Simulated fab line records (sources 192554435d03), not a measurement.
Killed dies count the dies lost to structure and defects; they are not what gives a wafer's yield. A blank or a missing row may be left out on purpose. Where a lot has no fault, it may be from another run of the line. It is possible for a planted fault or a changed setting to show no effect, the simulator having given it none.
Struck lot and sound lot, side by side ; flow n5 finfet ; 36 out of 1938 route steps
Sound: wafers L574.2, L574.3, L574.5. Wafers L569.1, L569.2, L569.5 were the ones struck. The cause is named last.
Per side, at each step with rows, come the tool, then ch with its chambers, and then its first start. Under that, the readings that differ: sound wafers ; struck wafers ; difference of the means ; sigmas: that difference in standard deviations of wafers without a fault.
alike: a reading whose means differ by less than 2 such deviations, as well as words and numbers matching on both sides. not compared: withheld readings; readings where some wafer has no value; bounds like >300 that might hide an equal value; numbers whose values overlap and for which the record gives no deviation.
Wherever a step has rows on one side only, a row that says differs or no value, or a row with sigmas, the two part there. Numbers that have no deviation but don't overlap get no sigmas and don't part them. Lack of a reading on every wafer of one side parts them only where that side has two or more wafers.

first, 9 steps without rows for these wafers: N5_PMOS_HMC_CHANNEL_EPI_EXPOSE_06 (exposes mask PMOS HMC BLK, target cd 240 nm); N5_PMOS_HMC_CHANNEL_EPI_PEB_07 (peb time 60 s); N5_PMOS_HMC_CHANNEL_EPI_DEVELOP_08 (develop time 30 s); N5_PMOS_HMC_CHANNEL_EPI_DESCUM_14 (chemistry O2, time 7.9 s); N5_PMOS_HMC_CHANNEL_EPI_ETCH_32 (etches BARC in N2/H2, stops on SiO2, target depth 85.8 nm, time 50.3 s); N5_PMOS_HMC_CHANNEL_EPI_HM_OPEN_15 (chemistry CHF3/O2, target SiO2, target depth 40.6 nm, time 20.3 s); N5_PMOS_HMC_CHANNEL_EPI_STRIP_33 (strips in N2/H2); N5_PMOS_HMC_CHANNEL_EPI_STRIP_17 (strips in SPM, time 750 s); N5_PMOS_HMC_CHANNEL_EPI_ETCH_38 (etches SiO2 in CF4, target depth 1.5 nm).
N5_PMOS_HMC_CHANNEL_EPI_FIN_RECESS_16: chemistry HBr/Cl2, target Si, target depth 54 nm, time 18 s.
  sound on rie si-06 ch 1,3, day 5 11:53; struck on rie si-05 ch 2,3, day 4 06:04
  no value came back on the struck wafers for any of 5 readings (HBr_flow_sccm (sccm), bias w (W) and others); on the sound wafers HBr_flow_sccm (sccm) reads 150.2 150.0 150.1
reading;sound;struck;difference;sigmas
model.SiO2_of_PMOS_HMC_CHANNEL_EPI_HM_DEP_34.thk nm (nm);30.02 30.14 30.54;34.61 34.31 34.47;+4.23;
  not compared: rf hours counter h
then, 1 step without rows for these wafers: N5_PMOS_HMC_CHANNEL_EPI_PRECLEAN_36 (cleans in O3/DIW, time 45 s).
N5_PMOS_HMC_CHANNEL_EPI_PRECLEAN_18: cleans in DHF, time 30 s.
  sound on wet bench-03 ch 1,2,5, day 5 12:00; struck on wet bench-04 ch 0,3,5, day 4 06:11
reading;sound;struck;difference;sigmas
model.SiO2_of_PMOS_HMC_CHANNEL_EPI_HM_DEP_34.thk nm (nm);24.43 24.55 24.92;28.98 28.72 28.85;+4.22;
then, 22 steps without rows for these wafers: N5_PMOS_HMC_CHANNEL_EPI_SRD_19 (time 30 s); N5_PMOS_HMC_CHANNEL_EPI_EPI_20 (deposits SiGe30, target thk 59 nm); N5_PMOS_HMC_CHANNEL_EPI_HM_STRIP_35 (strips SiO2 in dHF, material SiO2, target depth 39.6 nm, time 216 s); N5_PMOS_HMC_CHANNEL_EPI_SRD_39 (time 30 s); N5_PMOS_HMC_CHANNEL_EPI_CMP_21 (polishes SiGe30, target thk 54 nm); N5_PMOS_HMC_CHANNEL_EPI_PRECLEAN_40 (cleans in DHF, time 30 s); N5_PMOS_HMC_CHANNEL_EPI_PRECLEAN_37 (cleans in O3/DIW, time 45 s); N5_PMOS_HMC_CHANNEL_EPI_PRECLEAN_24 (cleans in DHF, time 30 s); N5_PMOS_HMC_CHANNEL_EPI_SRD_25 (time 30 s); N5_PMOS_HMC_CHANNEL_EPI_EPI_26 (deposits Si from SiH4/H2, target thk 3.8 nm, time 22.7 s); N5_FIN_SAQP_PRECLEAN_42 (cleans in O3/DIW, time 60 s); N5_FIN_SAQP_PRECLEAN_00 (cleans in SC1, time 60 s); N5_FIN_SAQP_PRECLEAN_44 (cleans in SC2, time 45 s); N5_FIN_SAQP_SRD_01 (time 30 s); N5_FIN_SAQP_ALD_61 (deposits SiO2, target thk 4 nm, pulse time 1 s, purge time 2 s); N5_FIN_SAQP_DENSIFY_62 (time 60 s); N5_FIN_SAQP_HM_DEP_03 (deposits SiNx from SiH4/NH3/N2, target thk 38 nm, time 33.6 s); N5_FIN_SAQP_PECVD_47 (deposits a-Si from SiH4/He, target thk 45 nm, time 36.3 s); N5_FIN_SAQP_PECVD_48 (deposits SiNx from SiH4/NH3/N2, target thk 25 nm, time 22.1 s); N5_FIN_SAQP_PECVD_06 (deposits a-Si from SiH4/He, target thk 60 nm, time 48.1 s); N5_FIN_SAQP_HM_DEP_72 (deposits SiO2 from SiH4/N2O, target thk 12 nm, time 7.2 s); N5_FIN_SAQP_COAT_49 (time 60 s, resist thk 100 nm).
N5_FIN_SAQP_OVL_MEAS_17:
  sound on overlay-01 ch 0, day 5 16:10; struck on overlay-01 ch 0, day 4 10:01
reading;sound;struck;difference;sigmas
FIN_CORE_OVL (nm);0.6 -0.7 0.3;- - -;no value on the struck wafers;
N5_PASSIVATION_PROBE_49:
  the record holds rows for the sound wafers here (prober-01, day 16 14:19) but none for the struck ones

## WHERE THEY PART
At N5_PMOS_HMC_CHANNEL_EPI_FIN_RECESS_16 first; at N5_PASSIVATION_PROBE_49 last (within this record only).

WHY: whatever the simulator had introduced
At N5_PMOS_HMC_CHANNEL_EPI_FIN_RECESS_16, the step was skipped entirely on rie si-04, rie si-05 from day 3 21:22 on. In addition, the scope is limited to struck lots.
